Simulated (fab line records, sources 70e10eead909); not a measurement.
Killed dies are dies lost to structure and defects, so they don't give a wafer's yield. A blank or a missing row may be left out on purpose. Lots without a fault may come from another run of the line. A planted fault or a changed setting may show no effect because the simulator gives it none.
Problem report in the 8D (eight disciplines) form, filled by code | flow nand_harc | the parts of the form that need people (team, actions taken, sign-off) are left out

1. THE PROBLEM
mfc_precursor_sccm at NHARC_A_STAIRCASE_DEP_325 reads a mean of 272.1 sccm on 6 wafers of 2 lots; wafers without a fault read 200.0 sccm with a standard deviation of 0.55. That is +99 or more standard deviations from the usual mean.
The step: deposits SiO2, target thk 7200 nm.
First seen on wafer L794.1, day 24 17:11, on pecvd-04. The record holds 36 wafers of 12 lots with a number at this step. Rule for "out", or "out of limits": more than 4 standard deviations from the usual mean. The other wafers with a number count as sound.

2. WHAT IT IS AND WHAT IT IS NOT
question                    | is                     | is not
which readings at this step | mfc_precursor_sccm     | heater_power_w
which lots                  | L793, L794             | L780, L782, L783, L784, L785, L786, L795, L796, L797, L800
which wafers of those lots  | all that have a number | -
read on which tools         | pecvd-04               | pecvd-02, pecvd-03
when                        | from day 24 17:11      | up to then (18 sound wafers); but 12 sound wafers of L795, L796, L797, L800 came after

3. SUSPECTS, AND WHAT RULES EACH OUT
Counting: a tool at a process step up to the reading stays a suspect if it ran every lot that is out and no sound lot after the first of them.
- pecvd-04 at NHARC_A_STAIRCASE_DEP_325 (deposits SiO2, target thk 7200 nm): ruled out as a lasting fault. Sound lots L800 ran on it after its first lot that is out, L794 (day 24 17:11).
Left after counting: nothing in the record.

4. THE CAUSE (what the simulator had put in)
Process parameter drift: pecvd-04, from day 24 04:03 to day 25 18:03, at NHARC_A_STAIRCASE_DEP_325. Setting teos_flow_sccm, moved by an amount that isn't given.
Counting ruled it out, wrongly.

5. THE CHAIN OF EFFECTS, in route order
Each row: a reading whose mean over the struck wafers that have a number lies more than 3 standard deviations from the usual. Only readings for which the record gives a usual standard deviation are gone through. hours: the time from each lot's start at the first step in this table that gives one to its start at this step, as a median over the lots. sigmas: the change in usual standard deviations.
hours | step                      | reading            | usual      | on struck wafers | change | sigmas
0     | NHARC_A_STAIRCASE_DEP_325 | mfc_precursor_sccm | 200.0 sccm | 272.1            | +72.1  | +99 or more
The process steps in it:
- NHARC_A_STAIRCASE_DEP_325: deposits SiO2, target thk 7200 nm.
Later measuring or inspecting steps at which every struck wafer that the step has a row for has a number for every such reading, and none has moved that far: NHARC_END_SORT_01.

6. WHAT WOULD HAVE CAUGHT IT SOONER
In this record the first reading out of limits was taken at day 24 17:11, 13 hours after the fault began at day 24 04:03.
